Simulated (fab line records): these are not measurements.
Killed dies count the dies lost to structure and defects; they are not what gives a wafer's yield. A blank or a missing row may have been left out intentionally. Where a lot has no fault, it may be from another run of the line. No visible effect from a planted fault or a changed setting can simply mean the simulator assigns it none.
One fault seen from 2 desks | flow nand harc | each desk holds nothing but its own numbers, with what lay behind them at the end

== FOR THE TOOL OWNER'S DESK: pecvd-01 ==
The tool's own readings at NHARC_A_ONON_D2_DEP_33 (deposits SiO2, target thk 200 nm): means of the sampled wafers that have a number, for each lot that ran on this tool. Marked OUT: a lot whose mean sits more than 4 standard deviations from the usual mean, which makes it out of limits; the brackets give that distance.
Columns: A = heater power outer w at NHARC_A_ONON_D2_DEP_33, usual 293 W; B = heater power w at NHARC_A_ONON_D2_DEP_33, usual 530 W; C = rf fwd power W at NHARC_A_ONON_D2_DEP_33, usual 898.1 W; D = showerhead vpp V at NHARC_A_ONON_D2_DEP_33, usual 1849 V; E = throttle valve pct at NHARC_A_ONON_D2_DEP_33, usual 15.8 %
lot  | first seen here | A   | B   | C                | D    | E
L112 | day 13 04:47    | 327 | 591 | 898.7            | 1983 | 16.0
L117 | day 15 02:09    | 298 | 519 | 899.0            | 1936 | 15.9
L120 | day 16 06:26    | 284 | 552 | 898.9            | 2003 | 15.3
L121 | day 17 10:40    | 309 | 558 | 899.9            | 1970 | 15.8
L123 | day 18 05:58    | 279 | 525 | 899.6            | 1961 | 15.9
L124 | day 18 13:40    | 272 | 502 | 1016.4 (+42) OUT | 2093 | 15.8
L126 | day 19 01:48    | 278 | 526 | 1016.8 (+42) OUT | 2128 | 16.2
L134 | day 22 17:01    | 272 | 542 | 896.3            | 2023 | 15.4
This desk's verdict: out of limits on L124, L126, starting with L124 at day 18 13:40 (rf fwd power W at NHARC_A_ONON_D2_DEP_33). In limits: L112, L117, L120, L121, L123, L134.

== THE METROLOGY DESK ==
Means of the sampled wafers that have a number, per lot and without regard to the tool the lot ran on: this is what the gauges read. Marked OUT: a lot whose mean sits more than 4 standard deviations from the usual mean, which makes it out of limits; the brackets give that distance.
Columns: A = thk nm at NHARC_A_DECK1_JOINT_THK_MEAS_17, usual 45.1 nm; B = thk nm at NHARC_A_ONON_D2_THK_MEAS_02, usual 1001 nm; C = thk nm at NHARC_A_ONON_D2_THK_MEAS_34, usual 200.2 nm
lot  | first seen here | A    | B    | C
L112 | day 12 18:56    | 46.7 | 1006 | 203.9
L114 | day 13 17:16    | 45.6 | 998  | 199.9
L117 | day 14 13:38    | 45.2 | 1010 | 199.9
L120 | day 15 17:43    | 44.5 | 1015 | 197.8
L119 | day 15 17:44    | 45.3 | 988  | 203.8
L121 | day 16 21:35    | 45.3 | 1004 | 201.7
L123 | day 17 14:01    | 44.4 | 995  | 200.1
L124 | day 18 01:07    | 44.3 | 994  | 201.5
L126 | day 18 12:31    | 45.6 | 992  | 208.1
L130 | day 20 04:33    | 43.7 | 1002 | 204.8
L133 | day 21 07:31    | 45.6 | 1017 | 204.5
L134 | day 22 03:46    | 44.6 | 1011 | 197.4
This desk's finding: nothing out of limits on any of the 12 lots.

== TAKEN TOGETHER ==
The tool owner's desk could have raised an alarm at day 18 13:40, on L124, L126.
The metrology desk saw nothing out of limits.
The metrology desk has L124, L126 on record, within its limits.
Every lot named ran NHARC_A_ONON_D2_DEP_33 on pecvd-01.

== WHAT THE SIMULATOR HAD INSERTED ==
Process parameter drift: pecvd-01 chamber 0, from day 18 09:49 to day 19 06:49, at NHARC_A_ONON_D2_DEP_33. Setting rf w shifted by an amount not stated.
Lots struck among those shown: L124, L126.
How many hours passed from the start of the fault until each desk's first out-of-limits reading: the tool owner's desk, 4.
